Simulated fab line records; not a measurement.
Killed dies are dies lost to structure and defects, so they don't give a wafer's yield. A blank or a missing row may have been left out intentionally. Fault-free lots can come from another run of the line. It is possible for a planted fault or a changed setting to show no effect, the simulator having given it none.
fab line records || flow nand_harc
[record] {"lots": 5, "wafers": 15, "last_day": 24}
route steps=1159 shown P_GATE@170
lots that met no fault: from a run of the same line without faults
start_h: start of the lot's first displayed wafer, in hours after the record's first day || wait_h: hours elapsed since this lot's preceding step || " repeats the value in the row above || L1.1+2: a row that stands for several wafers || - no value, or no start was given || * or withheld: withheld || < > ~ a bound
route shown NAME@n: NAME is a module with steps in the file, n the number in the route of the first one || usual: the fault-free wafers' mean and standard deviation || same: alike in all rows || chamber/n: place in a boat || sites: per-site readings || _std_site: standard deviation across them || _edge_site: outer sites' mean less inner sites' || radius_mm: for every site, how far away it sits from the centre of the wafer || mask NAME#n: copy n || behind: the last tool/chamber to shape the wafer || hold: what put the lot on hold/how long, in hours/how the hold closed || device: the transistor (n, p or np) that didn't switch || end of line: at the end of the route, the tests of the same wafers || a step with no rows: only its recipe || killed: at the first sort, the dies lost to defects and structure; wafer yield is something else || map: dies across one wafer; x = killed, . = not, _ = none there
set.NAME: setting as actually run; set.NAME@STEP: the setting as run at that earlier step || model.NAME: the simulator's own value behind a step, which no gauge read
a table for each step, a row for each wafer; lots at some steps of the route
services: a tool's chamber out of use, with start hour (start_h, from the record's first day; less than 0 if before it), hours out, and reason
[[steps]]
[step NHARC_P_GATE_CD_MEAS_46]
[recipe] {"target_cd_nm": 720, "landing_energy_ev": 500}
[usual] {"cd_nm": "719.8/1.2"}
{"lot.wafer": "L526.4", "tool": "cd_sem-02", "chamber": 0, "start_h": 110.11, "wait_h": "-", "cd_nm": 719.9}
{"lot.wafer": "L526.5", "tool": "cd_sem-02", "chamber": 0, "start_h": 110.11, "wait_h": "-", "cd_nm": 720.6}
{"lot.wafer": "L526.6", "tool": "cd_sem-02", "chamber": 0, "start_h": 110.11, "wait_h": "-", "cd_nm": 720.6}
{"lot.wafer": "L531.2", "tool": "cd_sem-02", "chamber": 0, "start_h": 142.05, "wait_h": "-", "cd_nm": 719.8}
{"lot.wafer": "L531.3", "tool": "cd_sem-02", "chamber": 0, "start_h": 142.05, "wait_h": "-", "cd_nm": 721.7}
{"lot.wafer": "L531.6", "tool": "cd_sem-02", "chamber": 0, "start_h": 142.05, "wait_h": "-", "cd_nm": 720.3}
{"lot.wafer": "L533.1", "tool": "cd_sem-02", "chamber": 0, "start_h": 154.90, "wait_h": "-", "cd_nm": 718.3}
{"lot.wafer": "L533.2", "tool": "cd_sem-02", "chamber": 0, "start_h": 154.90, "wait_h": "-", "cd_nm": 720.3}
{"lot.wafer": "L533.5", "tool": "cd_sem-02", "chamber": 0, "start_h": 154.90, "wait_h": "-", "cd_nm": 719.3}
{"lot.wafer": "L535.2", "tool": "cd_sem-02", "chamber": 0, "start_h": 172.16, "wait_h": "-", "cd_nm": 719.6}
{"lot.wafer": "L535.3", "tool": "cd_sem-02", "chamber": 0, "start_h": 172.16, "wait_h": "-", "cd_nm": 720.4}
{"lot.wafer": "L535.4", "tool": "cd_sem-02", "chamber": 0, "start_h": 172.16, "wait_h": "-", "cd_nm": 722.5}
{"lot.wafer": "L547.1", "tool": "cd_sem-03", "chamber": 0, "start_h": 230.12, "wait_h": "-", "cd_nm": 720.0}
{"lot.wafer": "L547.3", "tool": "cd_sem-03", "chamber": 0, "start_h": 230.12, "wait_h": "-", "cd_nm": 721.9}
{"lot.wafer": "L547.4", "tool": "cd_sem-03", "chamber": 0, "start_h": 230.12, "wait_h": "-", "cd_nm": 721.5}
[step NHARC_P_GATE_HARDBAKE_47]
[recipe] {"temp_c": 125, "time_s": 80}
[step NHARC_P_GATE_DESCUM_48]
[recipe] {"time_s": 3, "o2_flow_sccm": 200, "ar_flow_sccm": 0, "bias_power_w": 0, "chemistry": "O2"}
[usual] {"drypump_motor_current_A": "5.6/0.57", "o2_flow_sccm": "200.0/0.64", "oes_product_au": "0.998/0.0075", "rf_vpp_V": "57.9/0.85", "showerhead_plenum_p_Torr": "1.91/0.056", "throttle_valve_pct": "11.312/0.009"}
[same] {"time_s": 3}
{"lot.wafer": "L526.4", "tool": "rie_diel-05", "chamber": 1, "start_h": 110.28, "wait_h": "-", "drypump_motor_current_A": 6.1, "o2_flow_sccm": 199.6, "oes_product_au": 0.990, "rf_hours_counter_h": 15, "rf_vpp_V": 56.4, "showerhead_plenum_p_Torr": 1.85, "throttle_valve_pct": 11.308}
{"lot.wafer": "L526.5", "tool": "rie_diel-05", "chamber": 0, "start_h": 110.28, "wait_h": "-", "drypump_motor_current_A": 5.8, "o2_flow_sccm": 199.5, "oes_product_au": 0.989, "rf_hours_counter_h": "-", "rf_vpp_V": 58.9, "showerhead_plenum_p_Torr": 1.88, "throttle_valve_pct": 11.311}
{"lot.wafer": "L526.6", "tool": "rie_diel-05", "chamber": 1, "start_h": 110.28, "wait_h": "-", "drypump_motor_current_A": 6.1, "o2_flow_sccm": 200.1, "oes_product_au": 0.991, "rf_hours_counter_h": "-", "rf_vpp_V": 57.3, "showerhead_plenum_p_Torr": 1.85, "throttle_valve_pct": 11.303}
{"lot.wafer": "L531.2", "tool": "rie_diel-13", "chamber": 2, "start_h": 142.34, "wait_h": "-", "drypump_motor_current_A": 6.3, "o2_flow_sccm": 199.8, "oes_product_au": 1.003, "rf_hours_counter_h": 16, "rf_vpp_V": 56.9, "showerhead_plenum_p_Torr": 1.88, "throttle_valve_pct": 11.322}
{"lot.wafer": "L531.3", "tool": "rie_diel-13", "chamber": 0, "start_h": 142.34, "wait_h": "-", "drypump_motor_current_A": 5.4, "o2_flow_sccm": 200.7, "oes_product_au": 1.011, "rf_hours_counter_h": 14, "rf_vpp_V": 56.8, "showerhead_plenum_p_Torr": 1.86, "throttle_valve_pct": 11.329}
{"lot.wafer": "L531.6", "tool": "rie_diel-13", "chamber": 2, "start_h": 142.34, "wait_h": "-", "drypump_motor_current_A": 6.3, "o2_flow_sccm": 199.0, "oes_product_au": 1.018, "rf_hours_counter_h": "-", "rf_vpp_V": 56.9, "showerhead_plenum_p_Torr": 1.88, "throttle_valve_pct": 11.317}
{"lot.wafer": "L533.1", "tool": "rie_diel-05", "chamber": 3, "start_h": 155.06, "wait_h": "-", "drypump_motor_current_A": 5.0, "o2_flow_sccm": 199.0, "oes_product_au": 1.001, "rf_hours_counter_h": 29, "rf_vpp_V": 58.9, "showerhead_plenum_p_Torr": 1.90, "throttle_valve_pct": 11.310}
{"lot.wafer": "L533.2", "tool": "rie_diel-05", "chamber": 1, "start_h": 155.06, "wait_h": "-", "drypump_motor_current_A": 6.1, "o2_flow_sccm": 199.5, "oes_product_au": 1.002, "rf_hours_counter_h": 22, "rf_vpp_V": 56.7, "showerhead_plenum_p_Torr": 1.85, "throttle_valve_pct": 11.306}
{"lot.wafer": "L533.5", "tool": "rie_diel-05", "chamber": 3, "start_h": 155.06, "wait_h": "-", "drypump_motor_current_A": 5.0, "o2_flow_sccm": 200.9, "oes_product_au": 1.006, "rf_hours_counter_h": "-", "rf_vpp_V": 56.7, "showerhead_plenum_p_Torr": 1.90, "throttle_valve_pct": 11.315}
{"lot.wafer": "L535.4", "tool": "rie_diel-01", "chamber": 2, "start_h": 172.38, "wait_h": "-", "drypump_motor_current_A": 6.3, "o2_flow_sccm": 200.7, "oes_product_au": 1.004, "rf_hours_counter_h": 12, "rf_vpp_V": 57.0, "showerhead_plenum_p_Torr": 1.89, "throttle_valve_pct": 11.298}
{"lot.wafer": "L535.3", "tool": "rie_diel-01", "chamber": 3, "start_h": 172.38, "wait_h": "-", "drypump_motor_current_A": 5.7, "o2_flow_sccm": 199.9, "oes_product_au": 1.009, "rf_hours_counter_h": 12, "rf_vpp_V": 56.9, "showerhead_plenum_p_Torr": 1.94, "throttle_valve_pct": 11.320}
{"lot.wafer": "L535.2", "tool": "rie_diel-01", "chamber": 0, "start_h": 172.38, "wait_h": "-", "drypump_motor_current_A": 6.2, "o2_flow_sccm": 199.2, "oes_product_au": 1.008, "rf_hours_counter_h": 9, "rf_vpp_V": 58.7, "showerhead_plenum_p_Torr": 1.98, "throttle_valve_pct": 11.308}
{"lot.wafer": "L547.4", "tool": "rie_diel-01", "chamber": 2, "start_h": 230.28, "wait_h": "-", "drypump_motor_current_A": 6.3, "o2_flow_sccm": 199.5, "oes_product_au": 0.995, "rf_hours_counter_h": 29, "rf_vpp_V": 59.0, "showerhead_plenum_p_Torr": 1.88, "throttle_valve_pct": 11.318}
{"lot.wafer": "L547.3", "tool": "rie_diel-01", "chamber": 3, "start_h": 230.28, "wait_h": "-", "drypump_motor_current_A": 5.7, "o2_flow_sccm": 201.2, "oes_product_au": 0.995, "rf_hours_counter_h": 31, "rf_vpp_V": 59.0, "showerhead_plenum_p_Torr": 1.93, "throttle_valve_pct": 11.314}
{"lot.wafer": "L547.1", "tool": "rie_diel-01", "chamber": 1, "start_h": 230.28, "wait_h": "-", "drypump_motor_current_A": 5.1, "o2_flow_sccm": 200.3, "oes_product_au": 0.993, "rf_hours_counter_h": 31, "rf_vpp_V": 60.0, "showerhead_plenum_p_Torr": 2.02, "throttle_valve_pct": 11.307}
[step NHARC_P_GATE_IMPLANT_49]
[recipe] {"energy_kev": 30, "dose_cm2": 3e+15, "tilt_deg": 7}
[step NHARC_P_GATE_STRIP_111]
[recipe] {"power_w": 1500, "temp_c": 110, "time_s": 250, "chemistry": "N2/H2"}
[usual] {"drypump_motor_current_A": "5.57/0.28", "heater_power_w": "85/7.4", "temp_c": "110.00/0.13"}
[same] {"time_s": 250}
{"lot.wafer": "L526.4", "tool": "plasma_asher-01", "chamber": 1, "start_h": 110.81, "wait_h": 0.3, "drypump_motor_current_A": 5.50, "heater_power_w": 92, "rf_hours_counter_h": "-", "temp_c": 110.15}
{"lot.wafer": "L526.6", "tool": "plasma_asher-01", "chamber": 0, "start_h": 110.81, "wait_h": 0.3, "drypump_motor_current_A": 6.00, "heater_power_w": 77, "rf_hours_counter_h": "-", "temp_c": 110.06}
{"lot.wafer": "L526.5", "tool": "plasma_asher-01", "chamber": 1, "start_h": 110.81, "wait_h": 0.3, "drypump_motor_current_A": 5.51, "heater_power_w": 93, "rf_hours_counter_h": "-", "temp_c": 110.12}
{"lot.wafer": "L531.2", "tool": "plasma_asher-02", "chamber": 1, "start_h": 142.75, "wait_h": 0.2, "drypump_motor_current_A": 5.25, "heater_power_w": 90, "rf_hours_counter_h": 43, "temp_c": 110.08}
{"lot.wafer": "L531.3", "tool": "plasma_asher-02", "chamber": 1, "start_h": 142.75, "wait_h": 0.2, "drypump_motor_current_A": 5.28, "heater_power_w": 89, "rf_hours_counter_h": "-", "temp_c": 110.21}
{"lot.wafer": "L531.6", "tool": "plasma_asher-02", "chamber": 1, "start_h": 142.75, "wait_h": 0.2, "drypump_motor_current_A": 5.28, "heater_power_w": 91, "rf_hours_counter_h": "-", "temp_c": 109.96}
{"lot.wafer": "L533.1", "tool": "plasma_asher-02", "chamber": 1, "start_h": 155.51, "wait_h": 0.3, "drypump_motor_current_A": 5.26, "heater_power_w": 88, "rf_hours_counter_h": 48, "temp_c": 110.11}
{"lot.wafer": "L533.2", "tool": "plasma_asher-02", "chamber": 0, "start_h": 155.51, "wait_h": 0.3, "drypump_motor_current_A": 5.43, "heater_power_w": 77, "rf_hours_counter_h": 48, "temp_c": 109.68}
{"lot.wafer": "L533.5", "tool": "plasma_asher-02", "chamber": 1, "start_h": 155.51, "wait_h": 0.3, "drypump_motor_current_A": 5.27, "heater_power_w": 93, "rf_hours_counter_h": "-", "temp_c": 110.01}
{"lot.wafer": "L535.2", "tool": "plasma_asher-01", "chamber": 0, "start_h": 172.80, "wait_h": 0.2, "drypump_motor_current_A": 5.98, "heater_power_w": 77, "rf_hours_counter_h": 21, "temp_c": 109.98}
{"lot.wafer": "L535.4", "tool": "plasma_asher-01", "chamber": 1, "start_h": 172.80, "wait_h": 0.2, "drypump_motor_current_A": 5.55, "heater_power_w": 94, "rf_hours_counter_h": "-", "temp_c": 110.07}
{"lot.wafer": "L535.3", "tool": "plasma_asher-01", "chamber": 0, "start_h": 172.80, "wait_h": 0.2, "drypump_motor_current_A": 5.98, "heater_power_w": 77, "rf_hours_counter_h": "-", "temp_c": 109.93}
{"lot.wafer": "L547.1", "tool": "plasma_asher-02", "chamber": 0, "start_h": 230.68, "wait_h": 0.2, "drypump_motor_current_A": 5.45, "heater_power_w": 81, "rf_hours_counter_h": 14, "temp_c": 109.76}
{"lot.wafer": "L547.3", "tool": "plasma_asher-02", "chamber": 0, "start_h": 230.68, "wait_h": 0.2, "drypump_motor_current_A": 5.44, "heater_power_w": 82, "rf_hours_counter_h": "-", "temp_c": 109.96}
{"lot.wafer": "L547.4", "tool": "plasma_asher-02", "chamber": 1, "start_h": 230.68, "wait_h": 0.2, "drypump_motor_current_A": 5.26, "heater_power_w": 89, "rf_hours_counter_h": "-", "temp_c": 110.10}
[step NHARC_P_GATE_STRIP_75]
[recipe] {"power_w": 1500, "temp_c": 250, "chemistry": "O2"}
[usual] {"drypump_motor_current_A": "5.57/0.28", "heater_power_w": "315/28", "temp_c": "250.04/0.17"}
{"lot.wafer": "L526.4", "tool": "plasma_asher-01", "chamber": 1, "start_h": 111.00, "wait_h": 0.1, "drypump_motor_current_A": 5.50, "heater_power_w": 347, "rf_hours_counter_h": "-", "temp_c": 249.89}
{"lot.wafer": "L526.6", "tool": "plasma_asher-01", "chamber": 0, "start_h": 111.00, "wait_h": 0.1, "drypump_motor_current_A": 6.02, "heater_power_w": 275, "rf_hours_counter_h": "-", "temp_c": 250.05}
{"lot.wafer": "L526.5", "tool": "plasma_asher-01", "chamber": 1, "start_h": 111.00, "wait_h": 0.1, "drypump_motor_current_A": 5.53, "heater_power_w": 347, "rf_hours_counter_h": "-", "temp_c": 250.00}
{"lot.wafer": "L531.2", "tool": "plasma_asher-02", "chamber": 1, "start_h": 143.01, "wait_h": 0.2, "drypump_motor_current_A": 5.25, "heater_power_w": 330, "rf_hours_counter_h": 43, "temp_c": 249.94}
{"lot.wafer": "L531.3", "tool": "plasma_asher-02", "chamber": 1, "start_h": 143.01, "wait_h": 0.2, "drypump_motor_current_A": 5.27, "heater_power_w": 336, "rf_hours_counter_h": "-", "temp_c": 250.04}
{"lot.wafer": "L531.6", "tool": "plasma_asher-02", "chamber": 1, "start_h": 143.01, "wait_h": 0.2, "drypump_motor_current_A": 5.25, "heater_power_w": 335, "rf_hours_counter_h": "-", "temp_c": 250.06}
{"lot.wafer": "L533.1", "tool": "plasma_asher-02", "chamber": 1, "start_h": 155.82, "wait_h": 0.3, "drypump_motor_current_A": 5.25, "heater_power_w": 345, "rf_hours_counter_h": 49, "temp_c": 249.84}
{"lot.wafer": "L533.2", "tool": "plasma_asher-02", "chamber": 0, "start_h": 155.82, "wait_h": 0.3, "drypump_motor_current_A": 5.44, "heater_power_w": 285, "rf_hours_counter_h": 49, "temp_c": 250.08}
{"lot.wafer": "L533.5", "tool": "plasma_asher-02", "chamber": 1, "start_h": 155.82, "wait_h": 0.3, "drypump_motor_current_A": 5.27, "heater_power_w": 334, "rf_hours_counter_h": "-", "temp_c": 250.09}
{"lot.wafer": "L535.2", "tool": "plasma_asher-01", "chamber": 0, "start_h": 173.06, "wait_h": 0.2, "drypump_motor_current_A": 6.01, "heater_power_w": 294, "rf_hours_counter_h": 21, "temp_c": 250.11}
{"lot.wafer": "L535.4", "tool": "plasma_asher-01", "chamber": 1, "start_h": 173.06, "wait_h": 0.2, "drypump_motor_current_A": 5.52, "heater_power_w": 342, "rf_hours_counter_h": "-", "temp_c": 250.23}
{"lot.wafer": "L535.3", "tool": "plasma_asher-01", "chamber": 0, "start_h": 173.06, "wait_h": 0.2, "drypump_motor_current_A": 6.00, "heater_power_w": 289, "rf_hours_counter_h": "-", "temp_c": 250.01}
{"lot.wafer": "L547.1", "tool": "plasma_asher-02", "chamber": 0, "start_h": 230.98, "wait_h": 0.2, "drypump_motor_current_A": 5.47, "heater_power_w": 303, "rf_hours_counter_h": 14, "temp_c": 249.84}
{"lot.wafer": "L547.3", "tool": "plasma_asher-02", "chamber": 0, "start_h": 230.98, "wait_h": 0.2, "drypump_motor_current_A": 5.44, "heater_power_w": 296, "rf_hours_counter_h": "-", "temp_c": 249.89}
{"lot.wafer": "L547.4", "tool": "plasma_asher-02", "chamber": 1, "start_h": 230.98, "wait_h": 0.2, "drypump_motor_current_A": 5.24, "heater_power_w": 328, "rf_hours_counter_h": "-", "temp_c": 250.14}
[step NHARC_P_GATE_STRIP_50]
[recipe] {"time_s": 900, "temp_c": 130, "chemistry": "SPM"}
[step NHARC_P_GATE_DEHYDRATE_51]
[recipe] {"temp_c": 150, "time_s": 120}
[step NHARC_P_GATE_HMDS_52]
[recipe] {"time_s": 30}
[step NHARC_P_GATE_COAT_53]
[recipe] {"spin_rpm": 3000}
[step NHARC_P_GATE_SOFTBAKE_54]
[recipe] {"temp_c": 122, "time_s": 95}
[step NHARC_P_GATE_EBR_55]
[step NHARC_P_GATE_EXPOSE_56]
[recipe] {"na": 0.6, "target_cd_nm": 720, "dose_mj": 14.81, "mask_id": "P_PSD"}
[usual] {"exposure_dose_mJ_cm2": "14.807/0.017"}
[same] {"na": 0.6}
{"lot.wafer": "L526.4", "tool": "krf_scanner-04", "chamber": 0, "start_h": 111.76, "wait_h": "-", "mask": "P_PSD#0", "exposure_dose_mJ_cm2": 14.825}
{"lot.wafer": "L526.5", "tool": "krf_scanner-04", "chamber": 0, "start_h": 111.76, "wait_h": "-", "mask": "P_PSD#0", "exposure_dose_mJ_cm2": 14.836}
{"lot.wafer": "L526.6", "tool": "krf_scanner-04", "chamber": 0, "start_h": 111.76, "wait_h": "-", "mask": "P_PSD#0", "exposure_dose_mJ_cm2": 14.807}
{"lot.wafer": "L531.2", "tool": "krf_scanner-01", "chamber": 0, "start_h": 143.79, "wait_h": "-", "mask": "P_PSD#0", "exposure_dose_mJ_cm2": 14.820}
{"lot.wafer": "L531.3", "tool": "krf_scanner-01", "chamber": 0, "start_h": 143.79, "wait_h": "-", "mask": "P_PSD#0", "exposure_dose_mJ_cm2": 14.811}
{"lot.wafer": "L531.6", "tool": "krf_scanner-01", "chamber": 0, "start_h": 143.79, "wait_h": "-", "mask": "P_PSD#0", "exposure_dose_mJ_cm2": 14.807}
{"lot.wafer": "L533.1", "tool": "krf_scanner-04", "chamber": 0, "start_h": 156.59, "wait_h": "-", "mask": "P_PSD_R1#0", "exposure_dose_mJ_cm2": 14.844}
{"lot.wafer": "L533.2", "tool": "krf_scanner-04", "chamber": 0, "start_h": 156.59, "wait_h": "-", "mask": "P_PSD_R1#0", "exposure_dose_mJ_cm2": 14.818}
{"lot.wafer": "L533.5", "tool": "krf_scanner-04", "chamber": 0, "start_h": 156.59, "wait_h": "-", "mask": "P_PSD_R1#0", "exposure_dose_mJ_cm2": 14.820}
{"lot.wafer": "L535.2", "tool": "krf_scanner-04", "chamber": 0, "start_h": 173.70, "wait_h": "-", "mask": "P_PSD#0", "exposure_dose_mJ_cm2": 14.790}
{"lot.wafer": "L535.3", "tool": "krf_scanner-04", "chamber": 0, "start_h": 173.70, "wait_h": "-", "mask": "P_PSD#0", "exposure_dose_mJ_cm2": 14.852}
{"lot.wafer": "L535.4", "tool": "krf_scanner-04", "chamber": 0, "start_h": 173.70, "wait_h": "-", "mask": "P_PSD#0", "exposure_dose_mJ_cm2": 14.806}
{"lot.wafer": "L547.1", "tool": "krf_scanner-01", "chamber": 0, "start_h": 231.75, "wait_h": "-", "mask": "P_PSD#0", "exposure_dose_mJ_cm2": 14.812}
{"lot.wafer": "L547.3", "tool": "krf_scanner-01", "chamber": 0, "start_h": 231.75, "wait_h": "-", "mask": "P_PSD#0", "exposure_dose_mJ_cm2": 14.811}
{"lot.wafer": "L547.4", "tool": "krf_scanner-01", "chamber": 0, "start_h": 231.75, "wait_h": "-", "mask": "P_PSD#0", "exposure_dose_mJ_cm2": 14.798}
[step NHARC_P_GATE_PEB_57]
[recipe] {"peb_temp_c": 118, "peb_time_s": 85}
[step NHARC_P_GATE_DEVELOP_58]
[recipe] {"time_s": 70}
[step NHARC_P_GATE_CD_MEAS_59]
[recipe] {"target_cd_nm": 720, "landing_energy_ev": 500}
[usual] {"cd_nm": "720.1/1.4"}
{"lot.wafer": "L526.4", "tool": "cd_sem-02", "chamber": 0, "start_h": 111.91, "wait_h": "-", "hold": "-", "cd_nm": 722.1}
{"lot.wafer": "L526.5", "tool": "cd_sem-02", "chamber": 0, "start_h": 111.91, "wait_h": "-", "hold": "-", "cd_nm": 721.9}
{"lot.wafer": "L526.6", "tool": "cd_sem-02", "chamber": 0, "start_h": 111.91, "wait_h": "-", "hold": "-", "cd_nm": 721.1}
{"lot.wafer": "L531.2", "tool": "cd_sem-02", "chamber": 0, "start_h": 143.94, "wait_h": "-", "hold": "-", "cd_nm": 719.5}
{"lot.wafer": "L531.3", "tool": "cd_sem-02", "chamber": 0, "start_h": 143.94, "wait_h": "-", "hold": "-", "cd_nm": 719.3}
{"lot.wafer": "L531.6", "tool": "cd_sem-02", "chamber": 0, "start_h": 143.94, "wait_h": "-", "hold": "-", "cd_nm": 718.7}
{"lot.wafer": "L533.1", "tool": "cd_sem-02", "chamber": 0, "start_h": 156.74, "wait_h": "-", "hold": "await_dispo/0.2h/release", "cd_nm": 739.6}
{"lot.wafer": "L533.2", "tool": "cd_sem-02", "chamber": 0, "start_h": 156.74, "wait_h": "-", "hold": "await_dispo/0.2h/release", "cd_nm": 739.3}
{"lot.wafer": "L533.5", "tool": "cd_sem-02", "chamber": 0, "start_h": 156.74, "wait_h": "-", "hold": "await_dispo/0.2h/release", "cd_nm": 741.2}
{"lot.wafer": "L533.1", "tool": "cd_sem-02", "chamber": 0, "start_h": "-", "wait_h": "-", "hold": "-", "cd_nm": 739.6}
{"lot.wafer": "L533.2", "tool": "cd_sem-02", "chamber": 0, "start_h": "-", "wait_h": "-", "hold": "-", "cd_nm": 739.5}
{"lot.wafer": "L533.5", "tool": "cd_sem-02", "chamber": 0, "start_h": "-", "wait_h": "-", "hold": "-", "cd_nm": 741.2}
{"lot.wafer": "L535.2", "tool": "cd_sem-02", "chamber": 0, "start_h": 173.85, "wait_h": "-", "hold": "-", "cd_nm": 717.6}
{"lot.wafer": "L535.3", "tool": "cd_sem-02", "chamber": 0, "start_h": 173.85, "wait_h": "-", "hold": "-", "cd_nm": 718.3}
{"lot.wafer": "L535.4", "tool": "cd_sem-02", "chamber": 0, "start_h": 173.85, "wait_h": "-", "hold": "-", "cd_nm": 720.7}
{"lot.wafer": "L547.1", "tool": "cd_sem-03", "chamber": 0, "start_h": 231.91, "wait_h": "-", "hold": "-", "cd_nm": 719.1}
{"lot.wafer": "L547.3", "tool": "cd_sem-03", "chamber": 0, "start_h": 231.91, "wait_h": "-", "hold": "-", "cd_nm": 721.1}
{"lot.wafer": "L547.4", "tool": "cd_sem-03", "chamber": 0, "start_h": 231.91, "wait_h": "-", "hold": "-", "cd_nm": 720.9}
[[services]]
{"tool": "rie_diel-01", "chamber": 0, "start_h": 92.51, "hours": "-", "kind": "clean"}
{"tool": "rie_diel-01", "chamber": 1, "start_h": 92.51, "hours": "-", "kind": "clean"}
{"tool": "rie_diel-01", "chamber": 2, "start_h": 92.51, "hours": "-", "kind": "clean"}
{"tool": "rie_diel-01", "chamber": 3, "start_h": 92.51, "hours": "-", "kind": "clean"}
{"tool": "rie_diel-05", "chamber": 0, "start_h": 93.67, "hours": "-", "kind": "clean"}
{"tool": "rie_diel-13", "chamber": "-", "start_h": 99.05, "hours": 9.0, "kind": "pm"}
{"tool": "plasma_asher-01", "chamber": "-", "start_h": 99.29, "hours": 9.0, "kind": "pm"}
{"tool": "plasma_asher-01", "chamber": 0, "start_h": 99.29, "hours": 9.0, "kind": "vent_cycle"}
{"tool": "plasma_asher-01", "chamber": 1, "start_h": 99.29, "hours": 9.0, "kind": "vent_cycle"}
{"tool": "plasma_asher-01", "chamber": 0, "start_h": 108.29, "hours": "-", "kind": "clean"}
{"tool": "plasma_asher-01", "chamber": 1, "start_h": 108.29, "hours": "-", "kind": "clean"}
{"tool": "rie_diel-01", "chamber": 2, "start_h": 113.48, "hours": 2.2, "kind": "repair"}
{"tool": "rie_diel-01", "chamber": 2, "start_h": 119.99, "hours": 11.8, "kind": "repair"}
{"tool": "krf_scanner-04", "chamber": "-", "start_h": 126.00, "hours": 4.0, "kind": "pm"}
{"tool": "rie_diel-01", "chamber": "-", "start_h": 137.85, "hours": 9.0, "kind": "pm"}
{"tool": "rie_diel-13", "chamber": "-", "start_h": 159.92, "hours": 0.2, "kind": "repair"}
{"tool": "rie_diel-05", "chamber": "-", "start_h": 163.60, "hours": 9.0, "kind": "pm"}
{"tool": "plasma_asher-02", "chamber": "-", "start_h": 183.00, "hours": 9.0, "kind": "pm"}
{"tool": "plasma_asher-02", "chamber": 0, "start_h": 183.00, "hours": 9.0, "kind": "vent_cycle"}
{"tool": "plasma_asher-02", "chamber": 1, "start_h": 183.00, "hours": 9.0, "kind": "vent_cycle"}
{"tool": "rie_diel-13", "chamber": 2, "start_h": 191.71, "hours": 3.1, "kind": "repair"}
{"tool": "plasma_asher-02", "chamber": 0, "start_h": 192.00, "hours": "-", "kind": "clean"}
{"tool": "plasma_asher-02", "chamber": 1, "start_h": 192.00, "hours": "-", "kind": "clean"}
{"tool": "rie_diel-13", "chamber": 3, "start_h": 216.17, "hours": 14.1, "kind": "repair"}
[[key]]
[first_sign] {"step": "NHARC_P_GATE_EXPOSE_56", "reading": "mask", "direction": "changed"}
[effect] {"step": "NHARC_P_GATE_CD_MEAS_59", "reading": "visit", "direction": "added"}
[effect] {"step": "NHARC_P_GATE_CD_MEAS_59", "reading": "cd_nm", "direction": "up", "sigmas": 14, "usual": 720.1, "struck": 740.0}
met_at NHARC_P_GATE_EXPOSE_56
struck_wafers L533.1,L533.2,L533.5
tester_left_out L533
onset_between 111.76 156.59
[fault] {"kind": "wrong_mask", "tool": "any", "chamber": "-", "onset_h": 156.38, "steps": "NHARC_P_GATE_EXPOSE_56", "aux_copy": "P_PSD_R1#0", "cd_offset_nm": 20.886, "scope": "struck_lots_only"}
// tester_left_out: of these lots the tester's yield and bins aren't shown, on N5 and GAA mostly nor the transistor test; their killed dies are dies lost to structure and defects alone, not to doping, threshold or leakage, so they don't give the yield
